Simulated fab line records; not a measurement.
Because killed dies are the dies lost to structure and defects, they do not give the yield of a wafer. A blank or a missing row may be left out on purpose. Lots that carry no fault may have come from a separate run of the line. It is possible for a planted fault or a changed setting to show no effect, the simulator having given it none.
Matching of chambers | flow n5-finfet | 4 sister chambers for N5_PASSIVATION_DESCUM_32 on rie-diel-04
The step chemistry O2, time 7.9 s. 4 wafers are shown with their chamber, then 8 later ones without.

== WAFERS PAIRED WITH THEIR CHAMBERS ==
wafer  | chamber | showerhead-plenum-p-Torr (Torr)
L622.5 | 2       | 2.11
L623.1 | 0       | 2.09
L623.5 | 1       | 2.14
L630.1 | 3       | 1.98

== WAFERS WITHOUT THEIR CHAMBER ==
wafer  | showerhead-plenum-p-Torr (Torr)
L630.2 | 2.10
L630.3 | 2.08
L627.3 | 2.08
L627.4 | 1.98
L627.6 | 2.08
L631.3 | 2.10
L631.4 | 1.97
L631.6 | 1.97

== THE CHAMBER EACH PASSED THROUGH ==
wafer  | from the rows above     | in truth
L630.2 | can't be placed: 2 or 0 | 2
L630.3 | 0                       | 0
L627.3 | 0                       | 0
L627.4 | 3                       | 3
L627.6 | 0                       | 0
L631.3 | can't be placed: 2 or 0 | 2
L631.4 | 3                       | 3
L631.6 | 3                       | 3
6 of 8 placed correctly. Can't be placed from these rows: 2 (the true chamber is among the candidates in 2). Wrongly placed: 0.
How it was worked out, from the rows above alone: a wafer's distance from a chamber is the root of the sum, over the readings, of the square of ((its reading less the chamber's mean) divided by the reading's scatter). If the next closest chamber is less than 2 further off than the closest, the wafer can't be placed; otherwise it belongs to the closest. The mean given for a chamber averages the wafers shown for that chamber. The scatter: root of mean squared gap, hidden wafer to nearest shown wafer, with one shown wafer a chamber.
